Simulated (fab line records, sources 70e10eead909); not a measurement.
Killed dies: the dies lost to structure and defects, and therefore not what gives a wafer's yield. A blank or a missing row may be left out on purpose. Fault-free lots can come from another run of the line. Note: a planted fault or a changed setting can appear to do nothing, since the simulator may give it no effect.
What tool caused it? / flow nand-harc / Sampling: 11 lots, 33 wafers, 3 of 1159 route steps

## WHAT THE GAUGES READ, wafer by wafer
NHARC_P_CONTACT_CD_MEAS_12: target cd 90 nm.
lot=L144; measured=day 5 16:35; on=cd-sem-03; cd-nm (nm)=90.1 89.7 90.7
lot=L145; measured=day 5 22:50; on=cd-sem-03; cd-nm (nm)=90.0 89.8 88.9
lot=L147; measured=day 6 06:57; on=cd-sem-02; cd-nm (nm)=84.2 84.7 84.2
lot=L154; measured=day 8 07:57; on=cd-sem-01; cd-nm (nm)=89.7 89.6 90.7
lot=L156; measured=day 8 22:10; on=cd-sem-03; cd-nm (nm)=88.4 88.6 90.0
lot=L158; measured=day 9 09:10; on=cd-sem-02; cd-nm (nm)=88.9 89.2 88.2
lot=L160; measured=day 9 15:32; on=cd-sem-02; cd-nm (nm)=90.0 89.7 89.2
lot=L159; measured=day 9 17:10; on=cd-sem-01; cd-nm (nm)=89.6 89.6 89.8
lot=L164; measured=day 10 15:13; on=cd-sem-02; cd-nm (nm)=90.0 90.1 91.3
lot=L163; measured=day 10 15:37; on=cd-sem-01; cd-nm (nm)=89.5 89.1 88.6
lot=L166; measured=day 11 06:48; on=cd-sem-03; cd-nm (nm)=89.1 88.9 90.0

## WHAT TOOL EACH LOT RAN ON (gives the tool, then ch and the chambers of the sampled wafers, and finally the start)
lot=L144; NHARC_P_GATE_DEGAS_109=pvd-sputter-01, day 5 14:02; NHARC_P_CONTACT_EXPOSE_09=arfi-scanner-03 ch 0, day 5 16:27
lot=L145; NHARC_P_GATE_DEGAS_109=pvd-sputter-01, day 5 20:13; NHARC_P_CONTACT_EXPOSE_09=arfi-scanner-02 ch 0, day 5 22:41
lot=L147; NHARC_P_GATE_DEGAS_109=pvd-sputter-03, day 6 04:31; NHARC_P_CONTACT_EXPOSE_09=arfi-scanner-03 ch 0, day 6 06:49
lot=L154; NHARC_P_GATE_DEGAS_109=pvd-sputter-01, day 8 05:23; NHARC_P_CONTACT_EXPOSE_09=arfi-scanner-02 ch 0, day 8 07:49
lot=L156; NHARC_P_GATE_DEGAS_109=pvd-sputter-01, day 8 19:43; NHARC_P_CONTACT_EXPOSE_09=arfi-scanner-03 ch 0, day 8 22:02
lot=L158; NHARC_P_GATE_DEGAS_109=pvd-sputter-02, day 9 06:38; NHARC_P_CONTACT_EXPOSE_09=arfi-scanner-03 ch 0, day 9 09:02
lot=L160; NHARC_P_GATE_DEGAS_109=pvd-sputter-03, day 9 12:40; NHARC_P_CONTACT_EXPOSE_09=arfi-scanner-03 ch 0, day 9 15:24
lot=L159; NHARC_P_GATE_DEGAS_109=pvd-sputter-01, day 9 13:50; NHARC_P_CONTACT_EXPOSE_09=arfi-scanner-02 ch 0, day 9 17:02
lot=L164; NHARC_P_GATE_DEGAS_109=pvd-sputter-02, day 10 11:59; NHARC_P_CONTACT_EXPOSE_09=arfi-scanner-02 ch 0, day 10 15:05
lot=L163; NHARC_P_GATE_DEGAS_109=pvd-sputter-02, day 10 12:32; NHARC_P_CONTACT_EXPOSE_09=arfi-scanner-03 ch 0, day 10 15:28
lot=L166; NHARC_P_GATE_DEGAS_109=pvd-sputter-03, day 11 04:13; NHARC_P_CONTACT_EXPOSE_09=arfi-scanner-02 ch 0, day 11 06:40
- NHARC_P_GATE_DEGAS_109: time 60 s.
- NHARC_P_CONTACT_EXPOSE_09: exposes mask P CA, target cd 90 nm.

## THE ANSWER, worked out from the rows above alone
Rule: the usual values come from the lots themselves. Put in order of their means at a reading, lots are off if they are a third of the lots or fewer, leave a main group of 4 or more, and stand apart from it by a gap of 3 or more times the standard deviation of the main group's means; of several such gaps the widest counts. Not used: any main group whose means are identical at the precision the tables above print for the reading. A lot without any number at a reading at which 4 lots or more have one is off too. All remaining lots with rows at the step are treated as sound.
Off, at NHARC_P_CONTACT_CD_MEAS_12 on cd-nm: L147. Main group: mean 89.6 nm, sd 0.51.
If a tool, at a process step before that reading, ran all the lots that are off and no sound lot after the first of them, it fits. Gauges at NHARC_P_CONTACT_CD_MEAS_12: tried the same way as those tools. Of those tried, none fits.

## WHAT WAS PUT IN BY THE SIMULATOR
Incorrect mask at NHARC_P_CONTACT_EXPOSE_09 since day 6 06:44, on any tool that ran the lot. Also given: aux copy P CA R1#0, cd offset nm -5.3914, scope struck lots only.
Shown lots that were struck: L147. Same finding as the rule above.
